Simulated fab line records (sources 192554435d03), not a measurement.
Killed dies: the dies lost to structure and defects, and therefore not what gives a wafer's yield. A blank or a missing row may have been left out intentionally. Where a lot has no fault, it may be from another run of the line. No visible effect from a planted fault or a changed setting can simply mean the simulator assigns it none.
Chamber matching	flow n5 finfet	rie diel-06 running N5_BEOL_M10_ETCH_65: 4 sister chambers
The step etches SiARC in CF4, target depth 39 nm, time 65 s. 4 wafers are shown with their chamber, then 12 later ones without.

## WAFERS PAIRED WITH THEIR CHAMBERS
wafer	chamber	showerhead plenum p Torr (Torr)
L087.2	3	2.05
L086.1	0	2.19
L086.3	2	2.20
L086.5	1	2.11

## WAFERS WHOSE CHAMBER IS MISSING
wafer	showerhead plenum p Torr (Torr)
L091.2	2.10
L091.5	2.20
L091.6	2.10
L095.2	2.04
L095.5	2.10
L095.6	2.19
L096.1	2.04
L096.2	2.19
L096.5	2.19
L097.3	2.09
L097.4	2.09
L097.5	2.19

## WHICH CHAMBER EACH ONE RAN IN
wafer	from the rows above	in truth
L091.2	1	1
L091.5	can't be placed: 2 or 0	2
L091.6	1	1
L095.2	3	3
L095.5	1	1
L095.6	can't be placed: 0 or 2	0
L096.1	3	3
L096.2	can't be placed: 0 or 2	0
L096.5	can't be placed: 0 or 2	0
L097.3	can't be placed: 1 or 3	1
L097.4	can't be placed: 1 or 3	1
L097.5	can't be placed: 0 or 2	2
Correctly placed: 5 of 12. Can't be placed from these rows: 7 (the true chamber is among the candidates in 7). Placed wrongly: 0.
How it was worked out, from the rows above alone: a wafer's distance from a chamber is the root of the sum, over the readings, of the square of ((its reading less the chamber's mean) divided by the reading's scatter). The wafer belongs to the nearest chamber; if the next one is less than 2 further off, it can't be placed. Each chamber's mean is taken over the wafers shown for it. The scatter (one wafer shown for each chamber): square how far every hidden wafer sits from the nearest shown wafer, average those squares and take the square root.
